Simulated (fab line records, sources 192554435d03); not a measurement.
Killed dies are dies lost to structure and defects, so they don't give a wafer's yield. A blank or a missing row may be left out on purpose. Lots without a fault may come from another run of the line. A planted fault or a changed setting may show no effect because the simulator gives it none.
Which tool did it? | flow n5_finfet | 12 lots, 36 wafers sampled, at 1 step of a route of 1938

WHAT THE GAUGES READ, wafer by wafer
N5_FIN_SAQP_CD_MEAS_16: target cd 35.6 nm.
lot  | measured    | on        | cd_nm (nm)
L075 | day 2 04:12 | cd_sem-02 | 35.8 36.6 35.7
L077 | day 2 16:02 | cd_sem-01 | 35.3 35.3 35.0
L079 | day 3 05:01 | cd_sem-02 | 35.5 35.5 35.4
L081 | day 3 16:27 | cd_sem-01 | 36.3 36.5 36.7
L083 | day 4 03:39 | cd_sem-03 | 35.1 35.4 35.5
L085 | day 4 17:34 | cd_sem-03 | 36.4 36.4 36.1
L087 | day 5 05:01 | cd_sem-02 | 35.6 35.8 35.6
L089 | day 5 15:31 | cd_sem-02 | 35.7 35.6 35.4
L091 | day 6 04:02 | cd_sem-02 | 35.6 35.3 35.3
L093 | day 6 18:26 | cd_sem-02 | 35.6 35.9 35.8
L095 | day 7 06:20 | cd_sem-01 | 36.3 36.2 35.5
L097 | day 7 16:19 | cd_sem-03 | 35.7 35.3 36.0

WHICH TOOL RAN EACH LOT (tool, then ch and the chambers of the sampled wafers, then the start)
The record holds no process step before these readings.

THE ANSWER, worked out from the rows above alone
Rule: what is usual is taken from the lots themselves. Put in order of their means at a reading, lots are off if they are a third of the lots or fewer, leave a main group of 4 or more, and stand apart from it by a gap of 3 or more times the standard deviation of the main group's means; of several such gaps the widest counts. A main group whose means are all the same, to the digits that the tables above print for the reading, isn't used. A lot without any number at a reading at which 4 lots or more have one is off too. The other lots that the step has rows for count as sound.
No lot is off at any reading shown: from this, nothing can be told.

WHAT THE SIMULATOR HAD PUT IN
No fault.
